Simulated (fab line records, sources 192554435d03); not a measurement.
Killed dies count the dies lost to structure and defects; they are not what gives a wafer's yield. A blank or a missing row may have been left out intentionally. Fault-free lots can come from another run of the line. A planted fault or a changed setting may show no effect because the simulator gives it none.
Split-lot trial -- flow n5-finfet -- route with 1938 steps; 7 lots, 21 wafers read

THE SPLIT ITSELF
At N5_BEOL_M13_EXPOSE_25 (exposes mask M13, target cd 210 nm), the setting dose-mj was moved away from the recipe's 22 on 6 of the 21 wafers read, by -4.4% to +4.2%. For the rest of the wafers, this setting stayed at what the recipe calls for.

FROM THE SPLIT TO THE READING: what the file shows between them, 3 steps
- N5_BEOL_M13_PEB_26: peb time 90 s
- N5_BEOL_M13_DEVELOP_27: develop time 45 s
- N5_BEOL_M13_HARDBAKE_32: time 120 s

THE READING
Shown in nm: cd-nm at N5_BEOL_M13_CD_MEAS_28, with target cd 209.5 nm. On this fab line, fault-free wafers typically give 209.0 nm with a standard deviation of 1.2 nm.

wafer,"tool, chamber at the split",dose-mj as run,against the recipe,"cd-nm, nm",against lot-mates on the recipe
L075.3,"krf-scanner-01, 0",22,recipe,208.9,-
L075.5,"krf-scanner-01, 0",22,recipe,209.6,-
L075.6,"krf-scanner-01, 0",22,recipe,209.6,-
L080.1,"krf-scanner-01, 0",21.44,-2.5%,205.7,-2.2
L080.2,"krf-scanner-01, 0",22,recipe,208.3,-
L080.4,"krf-scanner-01, 0",22,recipe,207.4,-
L081.1,"krf-scanner-02, 0",22,recipe,209.3,-
L081.4,"krf-scanner-02, 0",21.04,-4.4%,203.5,-5.8
L081.6,"krf-scanner-02, 0",21.04,-4.4%,204.9,-4.4
L087.1,"krf-scanner-01, 0",22,recipe,208.1,-
L087.3,"krf-scanner-01, 0",22,recipe,209.6,-
L087.4,"krf-scanner-01, 0",22,recipe,208.5,-
L089.2,"krf-scanner-01, 0",22,recipe,208.5,-
L089.4,"krf-scanner-01, 0",22,recipe,210.4,-
L089.5,"krf-scanner-01, 0",22.93,+4.2%,215.3,+5.9
L090.1,"krf-scanner-02, 0",22.44,+2.0%,210.1,+2.0
L090.2,"krf-scanner-02, 0",22.44,+2.0%,208.5,+0.4
L090.5,"krf-scanner-02, 0",22,recipe,208.1,-
L094.1,"krf-scanner-02, 0",22,recipe,207.4,-
L094.5,"krf-scanner-02, 0",22,recipe,208.4,-
L094.6,"krf-scanner-02, 0",22,recipe,208.0,-

THE FIT
A straight line over all 21 wafers: cd-nm changes by +1.09 nm for each +1% of dose-mj; r = +0.89; the points scatter about the line by 1.1 nm.
The same after taking each lot's own level away (the mean of its wafers on the recipe; 21 wafers): +1.13 nm for each +1%; r = +0.95; scatter 0.74 nm.
That fit puts the effect of the largest move of dose-mj on the reading at 4.9 nm.
Measured against the standard deviation above, the lots' own levels, which go from 207.85 to 209.45 nm, span 1.3 times it.
Consequently the slope shifts little with the lot-to-lot level, the two slopes agreeing.
Check: for one of the wafers moved furthest among these (-4.4%), held out of the fit, the line's prediction against its lot-mates is -4.59 nm. It came out at -5.8 nm against them.

OTHER SPLITS ON THESE WAFERS
Other splits were also applied to these wafers ahead of the reading. Each is held against what the fit with the lots' levels taken away leaves over:
other split on the same wafers,wafers away from the commonest value,r with cd-nm (lot level and that fit taken away)
N5_BEOL_M9_HM_DEP_02 target-thk-a,8,-0.31
N5_BEOL_M10_ETCH_62 time-s,9,-0.30
N5_BEOL_M10_COAT_64 spin-rpm,7,+0.16
N5_BEOL_M11_TRENCH_ETCH_37 bias-w,10,+0.11
N5_BEOL_M13_COAT_65 spin-rpm,8,+0.22

THE WHOLE CHAIN: every reading that the file lists as answering this split, in the file's order
step,what it does,reading,change (the file's fit),r (the file's)
N5_BEOL_M13_CD_MEAS_28,target cd 209.5 nm,cd-nm,+1.16 nm for each +1% of the setting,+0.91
N5_BEOL_M13_DESCUM_33,"chemistry O2, time 7.9 s","BEOL_M13.cd-nm (the simulator's own value, which no gauge read)",+1.17 nm for each +1% of the setting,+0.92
N5_BEOL_M13_ETCH_68,"etches SOC in N2/H2, time 355 s","BEOL_M13.cd-nm (the simulator's own value, which no gauge read)",+1.11 nm for each +1% of the setting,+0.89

FILE'S OWN FIT
cd-nm changes by +1.16 nm for each +1% of dose-mj, r = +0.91.
